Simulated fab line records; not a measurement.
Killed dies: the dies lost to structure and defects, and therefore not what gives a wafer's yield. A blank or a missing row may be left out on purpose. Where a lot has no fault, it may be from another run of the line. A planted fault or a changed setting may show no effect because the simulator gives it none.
One fault through the eyes of 3 desks | flow n5Finfet | each desk holds nothing but its own numbers, with what lay behind them at the end

DESK OF THE TOOL OWNER: rieDiel-01
The tool's own readings at N5_BEOL_M9_DESCUM_16 (chemistry O2, time 7.9 s): means of the sampled wafers that have a number, for each lot that ran on this tool. The brackets show how far a lot's mean lies from the usual mean; more than 4 standard deviations puts the lot out of limits, marked OUT.
Columns: A = drypumpMotorCurrentA at N5_BEOL_M9_DESCUM_16, usual 5.9 A; B = o2FlowSccm at N5_BEOL_M9_DESCUM_16, usual 225.0 sccm; C = oesProductAu at N5_BEOL_M9_DESCUM_16, usual 0.77 a.u.; D = rfVppV at N5_BEOL_M9_DESCUM_16, usual 243.7 V; E = showerheadPlenumPTorr at N5_BEOL_M9_DESCUM_16, usual 2.13 Torr; F = throttleValvePct at N5_BEOL_M9_DESCUM_16, usual 20.40 %
lot  | first seen here | A   | B     | C    | D     | E    | F
L654 | day 11 06:26    | 5.9 | 225.1 | 0.79 | 244.7 | 2.20 | 20.36
L655 | day 11 21:34    | 6.1 | 225.2 | 0.72 | 243.1 | 2.06 | 20.31
L670 | day 16 00:22    | 6.1 | 225.2 | 0.72 | 241.2 | 2.05 | 20.41
Finding of this desk: none of the 3 lots has anything out of limits.

METROLOGY DESK
What the gauges read, lot by lot, whatever tool the lot ran on: means of the sampled wafers that have a number. The brackets show how far a lot's mean lies from the usual mean; more than 4 standard deviations puts the lot out of limits, marked OUT.
Columns: A = cdNm at N5_BEOL_M9_CD_MEAS_11, usual 64.1 nm; B = M9_OVL at N5_BEOL_M9_OVL_MEAS_12, usual -0.1 nm
lot  | first seen here | A    | B
L648 | day 9 12:31     | 64.3 | -1.5
L654 | day 11 06:22    | 63.4 | 0.1
L655 | day 11 21:02    | 64.4 | 0.9
L667 | day 14 18:22    | 64.4 | -0.7
L668 | day 15 00:59    | 64.7 | -0.3
L670 | day 15 23:59    | 63.4 | 0.5
Finding of this desk: none of the 6 lots has anything out of limits.

THE DEFECT DESK
Counts from the inspections along the route, per lot, as means over the sampled wafers that have a number. The brackets show how far a lot's mean lies from the usual mean; more than 4 standard deviations puts the lot out of limits, marked OUT.
Columns: A = rawDefectCount at N5_BEOL_M9_INSPECT_13, usual 391
lot  | first seen here | A
L648 | day 9 12:34     | 372
L654 | day 11 06:25    | 422
L655 | day 11 21:05    | 412
L667 | day 14 18:25    | 379
L668 | day 15 01:02    | 369
L670 | day 16 00:02    | 360
Finding of this desk: none of the 6 lots has anything out of limits.

PUT TOGETHER
Nothing out of limits was seen by the tool owner's desk.
At the metrology desk, nothing out of limits was observed.
Nothing the defect desk looked at was out of limits.

WHAT THE SIMULATOR HAD INSERTED
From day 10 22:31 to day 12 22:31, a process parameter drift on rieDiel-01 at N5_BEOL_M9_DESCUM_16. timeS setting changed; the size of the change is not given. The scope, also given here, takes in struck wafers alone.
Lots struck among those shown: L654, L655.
